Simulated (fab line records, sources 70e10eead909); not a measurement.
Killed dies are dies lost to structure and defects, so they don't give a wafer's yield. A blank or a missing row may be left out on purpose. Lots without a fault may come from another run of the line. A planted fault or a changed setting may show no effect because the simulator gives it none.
A struck lot beside a sound one | flow nand_harc | 15 steps out of a route of 1159
Sound: wafers L429.1, L429.2, L429.4. Struck: wafers L424.2, L424.5, L424.6. The cause comes at the end.
At each step with rows: each side's tool, then ch and its chambers, then its first start. Under that, the readings that differ: sound wafers | struck wafers | difference of the means | sigmas: that difference in standard deviations of wafers without a fault.
alike: readings whose means differ by less than 2 such deviations, and words and numbers that are the same on both sides. not compared: withheld readings, readings that some wafer has no value for, bounds like >300 that may hide the same value, and numbers for which the record gives no deviation and whose values overlap.
The two part at a step that has a row with sigmas, a row that says differs or no value, or rows on one side only. Numbers that don't overlap but have no deviation are shown without sigmas and don't part them. A reading that every wafer of one side lacks parts them only if that side has two wafers or more.

first, 7 steps without rows for these wafers: NHARC_P_BONDPAD_COAT_36 (time 65 s); NHARC_P_BONDPAD_COAT_03 (resist thk 600 nm); NHARC_P_BONDPAD_SOFTBAKE_04 (time 70 s); NHARC_P_BONDPAD_EBR_05; NHARC_P_BONDPAD_EXPOSE_06 (exposes mask P BPAD); NHARC_P_BONDPAD_PEB_07 (peb time 80 s); NHARC_P_BONDPAD_DEVELOP_08 (time 50 s).
NHARC_P_BONDPAD_CD_MEAS_09: target cd 500 nm.
  sound on cd_sem-01 ch 0, day 10 07:56; struck on cd_sem-03 ch 0, day 8 17:15
  alike: cd_nm
NHARC_P_BONDPAD_OVL_MEAS_38:
  sound on overlay-02, day 10 08:02; struck on overlay-02, day 8 17:20
  alike: overlay_x_nm, overlay_y_nm
then, 1 step without rows for these wafers: NHARC_P_BONDPAD_HARDBAKE_10 (time 65 s).
NHARC_P_BONDPAD_DESCUM_11: chemistry O2, time 3 s.
  sound on rie_diel-12 ch 1,2,3, day 10 08:09; struck on rie_diel-12 ch 1,2, day 8 17:28
  alike: drypump_motor_current_A, oes_product_au, rf_vpp_V, showerhead_plenum_p_Torr, throttle_valve_pct
  not compared: rf_hours_counter_h
NHARC_P_BONDPAD_ETCH_37: etches the open film in N2/H2, target depth 60 nm, overetch 18 nm, time 65.91 s.
  sound on rie_diel-12 ch 1,2,3, day 10 08:14; struck on rie_diel-12 ch 0,1, day 8 17:34
  alike: bias_w, chamber_pressure_mTorr, drypump_motor_current_A, oes_product_au, rf_vpp_V, showerhead_plenum_p_Torr, throttle_valve_pct
  not compared: rf_hours_counter_h
NHARC_P_BONDPAD_ETCH_12: etches the open film in CHF3/O2, target depth 200 nm, time 100 s.
  sound on rie_diel-12 ch 1,2,3, day 10 08:20; struck on rie_diel-12 ch 0,2, day 8 17:40
  no value came back on the struck wafers for any of 8 readings (bias_w (W), chamber_pressure_mTorr (mTorr) and others); on the sound wafers bias_w (W) reads 199.6 200.2 198.9
NHARC_P_BONDPAD_CD_MEAS_13:
  sound on cd_sem-03, day 10 08:28; struck on cd_sem-02, day 8 17:50
  alike: cd_nm
-- the record jumps here: 13 days lie between the struck wafers' starts before and after (it left off in module P_BONDPAD and takes up again in module END, whose first step shown is number 1159 of the route) --
NHARC_END_SORT_01:
  the record has rows for the struck wafers here (prober-01 ch 0, day 21 13:15) and none for the sound ones

WHERE THEY PART
First at NHARC_P_BONDPAD_ETCH_12; last, within this record, at NHARC_END_SORT_01.

WHY: what the simulator had put in
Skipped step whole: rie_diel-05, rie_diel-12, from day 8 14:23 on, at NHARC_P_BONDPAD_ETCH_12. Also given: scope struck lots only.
